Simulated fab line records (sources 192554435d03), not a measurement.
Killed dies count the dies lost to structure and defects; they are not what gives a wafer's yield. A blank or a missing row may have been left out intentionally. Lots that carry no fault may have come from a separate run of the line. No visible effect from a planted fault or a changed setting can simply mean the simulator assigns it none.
2 desks looking at one fault + flow n5Finfet + only its own numbers are on each desk; what lay behind them is given at the end

FROM THE METROLOGY DESK
Lot by lot, what the gauges showed, no matter which tool ran the lot: averages of those sampled wafers that carry a number. Marked OUT: a lot whose mean sits more than 4 standard deviations from the usual mean, which makes it out of limits; the brackets give that distance. Only the readings that lie furthest out on some lot appear, 7 of the 11 it has.
Columns: A = cdNm at N5_SD_EPI_P_CD_MEAS_09, usual 240.1 nm; B = DIBL_N at N5_BEOL_M4_RC_MEAS_101, usual 36.9 mV/V; C = DIBL_P at N5_BEOL_M4_RC_MEAS_101, usual 37.1 mV/V; D = IOFF_N at N5_BEOL_M4_RC_MEAS_101, usual 0.17 nA/um; E = IOFF_P at N5_BEOL_M4_RC_MEAS_101, usual 0.22 nA/um; F = VT_N at N5_BEOL_M4_RC_MEAS_101, usual 249 mV; G = VT_P at N5_BEOL_M4_RC_MEAS_101, usual -250 mV
| lot  | first seen here | A     | B    | C    | D    | E    | F   | G    |
|------|-----------------|-------|------|------|------|------|-----|------|
| L449 | day 3 11:12     | 239.8 | 37.1 | 37.0 | 0.16 | 0.25 | 251 | -245 |
| L450 | day 3 19:01     | 239.2 | 37.6 | 37.8 | 0.16 | 0.20 | 252 | -254 |
| L452 | day 4 07:08     | 240.9 | 36.0 | 37.0 | 0.15 | 0.20 | 251 | -251 |
| L457 | day 5 10:35     | 239.4 | 36.4 | 37.9 | 0.17 | 0.22 | 250 | -251 |
| L458 | day 5 18:14     | 239.6 | 39.6 | 38.5 | 0.22 | 0.22 | 244 | -253 |
| L461 | day 6 12:08     | 239.1 | 37.6 | 38.1 | 0.18 | 0.24 | 248 | -250 |
| L466 | day 7 18:21     | 239.4 | 37.9 | 37.4 | 0.20 | 0.28 | 245 | -244 |
| L467 | day 8 00:48     | 241.8 | 36.5 | 34.1 | 0.15 | 0.21 | 250 | -248 |
| L468 | day 8 06:07     | 241.4 | 37.0 | 34.8 | 0.16 | 0.23 | 251 | -249 |
| L470 | day 8 18:20     | 238.9 | 36.7 | 34.6 | 0.17 | 0.24 | 249 | -247 |
Finding of this desk: none of the 10 lots has anything out of limits.

DESK OF THE TOOL OWNER: epiRpcvd-04
The tool's own readings at N5_SD_EPI_N_EPI_21 (deposits Si:P, time 690 s): means of the sampled wafers that have a number, for each lot that ran on this tool. Marked OUT: a lot whose mean sits more than 4 standard deviations from the usual mean, which makes it out of limits; the brackets give that distance.
Columns: A = susceptor_temp_C_max at N5_SD_EPI_N_EPI_21, usual 681.4
| lot  | first seen here | A     |
|------|-----------------|-------|
| L457 | day 5 08:29     | 680.8 |
| L461 | day 6 09:35     | 681.5 |
| L466 | day 7 14:49     | 681.3 |
| L467 | day 7 22:08     | 681.1 |
Finding of this desk: none of the 4 lots has anything out of limits.

PUT TOGETHER
The metrology desk saw nothing out of limits.
Nothing out of limits was seen by the tool owner's desk.

WHAT HAD BEEN PUT IN BY THE SIMULATOR
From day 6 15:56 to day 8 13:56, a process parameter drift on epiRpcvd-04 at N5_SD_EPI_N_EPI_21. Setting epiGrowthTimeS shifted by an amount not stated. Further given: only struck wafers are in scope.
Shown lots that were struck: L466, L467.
